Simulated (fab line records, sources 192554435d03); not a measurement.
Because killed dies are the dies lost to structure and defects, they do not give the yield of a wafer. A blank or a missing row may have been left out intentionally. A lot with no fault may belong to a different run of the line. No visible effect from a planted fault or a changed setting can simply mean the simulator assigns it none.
A lot that was struck, set against a sound lot    flow n5-finfet    17 steps out of a route of 1938
Sound: these wafers, L180.1, L180.2, L180.4. Struck: wafers L189.3, L189.5, L189.6. Last of all comes the cause.
Order at every step that has rows: each side's tool, ch and its chambers, its first start. Under that, the readings that differ: sound wafers    struck wafers    difference of the means    sigmas: that difference in standard deviations of wafers without a fault.
alike: same words and numbers on both sides, and readings whose means sit less than 2 such deviations apart. not compared: any withheld reading, any reading some wafer has no value for, any bound like >300 that may hide the same value, and any number with overlapping values for which the record gives no deviation.
A row with sigmas, a row that says differs or no value, or rows on one side alone: a step with any of these is where the two part. Non-overlapping numbers with no deviation appear without sigmas and do not part them. A reading that every wafer of one side lacks parts them only if that side has two wafers or more.

first, 8 steps without rows for these wafers: N5_SD_EPI_N_COAT_32 (time 60 s, resist thk 350 nm); N5_SD_EPI_N_COAT_33 (time 60 s, resist thk 35 nm); N5_SD_EPI_N_COAT_03 (resist thk 150 nm); N5_SD_EPI_N_EBR_05; N5_SD_EPI_N_SOFTBAKE_04 (time 60 s); N5_SD_EPI_N_EXPOSE_06 (exposes mask SD N BLK, target cd 120 nm); N5_SD_EPI_N_PEB_07 (peb time 60 s); N5_SD_EPI_N_DEVELOP_08 (develop time 30 s).
N5_SD_EPI_N_CD_MEAS_09: the cd target is 120 nm.
  sound on cd-sem-01 ch 0, day 4 08:43; struck on cd-sem-02 ch 0, day 6 11:31
  alike: cd-nm
N5_SD_EPI_N_OVL_MEAS_10:
  sound on overlay-01 ch 0, day 4 08:44; struck on overlay-02 ch 0, day 6 11:32
  alike: SD_N_BLK_OVL
N5_SD_EPI_N_INSPECT_11: inspects for defects (macro).
  sound: defect-inspect-01 at day 4 08:46; struck: defect-inspect-02 at day 6 11:34
  alike: raw-defect-count
N5_SD_EPI_N_DESCUM_14: chemistry O2, time 7.9 s.
  sound on rie-diel-03 ch 0,1,3, day 4 08:52; struck on rie-diel-06 ch 1,2,3, day 6 11:47
  alike: drypump-motor-current-A, oes-product-au, rf-fwd-power-W, rf-vpp-V, showerhead-plenum-p-Torr, throttle-valve-pct
  not compared: rf-hours-counter-h
N5_SD_EPI_N_ETCH_34: etches SiARC in CF4, target depth 45.5 nm, time 75.8 s.
  sound on rie-diel-03 ch 0,1,3, day 4 08:53; struck on rie-diel-06 ch 1,2,3, day 6 11:49
  no value came back on the struck wafers for any of 10 readings (bias-w (W), cf4-flow-sccm (sccm) and others); on the sound wafers bias-w (W) reads 36.04 35.97 36.14
reading                                              sound            struck             difference  sigmas
model.CAR-ArF-block_of_SD_EPI_N_COAT_03.thk-nm (nm)  110.8 111 110.4  143.2 143.4 143.4  +32.6       
N5_SD_EPI_N_ETCH_35: etches SOC in N2/H2, overetch 108 nm, time 486 s.
  sound on rie-diel-03 ch 0,1,3, day 4 08:57; struck on rie-diel-06 ch 1,2,3, day 6 11:52
reading                sound           struck          difference  sigmas
oes-product-au (a.u.)  0.68 0.87 0.83  0.31 0.28 0.30  -0.50       -7
  alike: bias-w, chamber-pressure-mTorr, drypump-motor-current-A, rf-fwd-power-W, rf-vpp-V, showerhead-plenum-p-Torr, throttle-valve-pct
  not compared: rf-hours-counter-h
then, 1 step without rows for these wafers: N5_SD_EPI_N_STRIP_36 (strips in N2/H2).
N5_BEOL_M4_RC_MEAS_101:
  the record has rows for the sound wafers here (prober-02 ch 0, day 10 02:01) and none for the struck ones
-- record jumps: 12 days separate the struck wafers' starts on either side; left off in module BEOL_M4, taken up again in module PASSIVATION, whose first shown step is the route's number 1936 --
N5_PASSIVATION_PROBE_49:
  sound: prober-02 at day 14 22:41; struck: prober-01 at day 18 08:53
reading              sound       struck          difference  sigmas
killed-at-front-end  48 50 42    1116 1126 1108  +1070       +99 or more
killed-dies          116 116 99  1180 1180 1180  +1070       +67
killed-on-rim        15 17 13    152 152 152     +137        +34
  alike: killed_at_M0_to_M3, killed_at_M4_up, killed-at-contacts, killed-at-other, killed-open, killed-short

== WHERE THEY PART ==
Earliest at N5_SD_EPI_N_ETCH_34; latest, in this record, at N5_PASSIVATION_PROBE_49.

WHY: the cause the simulator had injected
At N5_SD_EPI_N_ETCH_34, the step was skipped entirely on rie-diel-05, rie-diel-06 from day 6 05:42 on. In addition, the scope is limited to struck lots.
